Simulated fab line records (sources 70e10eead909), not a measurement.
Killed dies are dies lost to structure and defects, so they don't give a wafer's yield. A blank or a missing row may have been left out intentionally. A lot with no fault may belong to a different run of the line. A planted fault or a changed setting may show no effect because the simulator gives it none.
Chamber matching ; flow nand harc ; NHARC_A_SGD_CUT_ETCHBACK_24 on rie diel-04 has 4 sister chambers
The step etches the open film in CH3F/O2, target depth 50 nm, time 92.857 s. 22 wafers are shown with their chamber, then 11 later ones without.

## WAFERS, EACH WITH ITS CHAMBER
wafer;chamber;drypump motor current A (A);rf vpp V (V);throttle valve pct (%)
L076.1;1;6.6;245.2;20.675
L076.2;2;5.7;240.8;20.656
L076.5;1;6.6;244.4;20.666
L074.1;2;5.7;240.8;20.663
L074.2;0;5.3;242.1;20.664
L074.6;2;5.7;243.7;20.665
L080.3;3;5.2;248.0;20.655
L080.5;1;6.6;243.3;20.667
L080.6;0;5.3;243.5;20.673
L078.2;0;5.3;243.8;20.657
L078.3;2;5.7;243.0;20.661
L078.4;1;6.6;243.0;20.656
L081.2;1;6.6;243.2;20.645
L081.4;0;5.3;241.7;20.657
L081.5;0;5.2;242.8;20.685
L083.1;1;6.6;244.5;20.644
L083.4;3;5.2;246.7;20.657
L083.6;3;5.2;247.5;20.659
L085.1;2;5.7;242.9;20.679
L085.2;3;5.2;247.5;20.654
L085.4;1;6.6;243.9;20.659
L087.1;1;6.6;244.1;20.655

SIGNATURES (averages over the wafers above)
reading;chamber 0;chamber 1;chamber 2;chamber 3;scatter within a chamber
drypump motor current A;5.280;6.600;5.700;5.200;0.0211
rf vpp V;242.780;243.950;242.240;247.425;0.923
throttle valve pct;20.66720;20.65837;20.66480;20.65625;0.0097
Rule: for each reading, subtract the chamber's mean from the wafer's reading, divide by that reading's scatter and square the result; add these up over the readings and take the root, which gives the wafer's distance from the chamber. The wafer belongs to the nearest chamber; if the next one is less than 2 further off, it can't be placed. The scatter is the square root of a quotient: the sum, over the shown wafers, of each reading's squared deviation from its chamber's mean, divided by wafers minus chambers.

## WAFERS WHOSE CHAMBER IS MISSING
wafer;drypump motor current A (A);rf vpp V (V);throttle valve pct (%)
L087.2;5.7;242.3;20.661
L087.4;5.2;246.8;20.650
L093.1;6.6;242.2;20.652
L093.2;5.3;242.5;20.676
L093.3;5.7;242.1;20.676
L093.4;5.2;246.1;20.681
L093.5;6.6;242.5;20.671
L093.6;5.7;242.7;20.689
L097.1;5.3;241.8;20.661
L097.2;5.2;246.4;20.680
L097.4;5.7;242.1;20.657

## WHICH CHAMBER EACH ONE RAN IN
wafer;from the rows above;in truth
L087.2;2;2
L087.4;3;3
L093.1;1;1
L093.2;0;0
L093.3;2;2
L093.4;3;3
L093.5;1;1
L093.6;2;2
L097.1;0;0
L097.2;3;3
L097.4;2;2
11 of 11 placed correctly. Not placeable from these rows: 0. 0 placed wrongly.
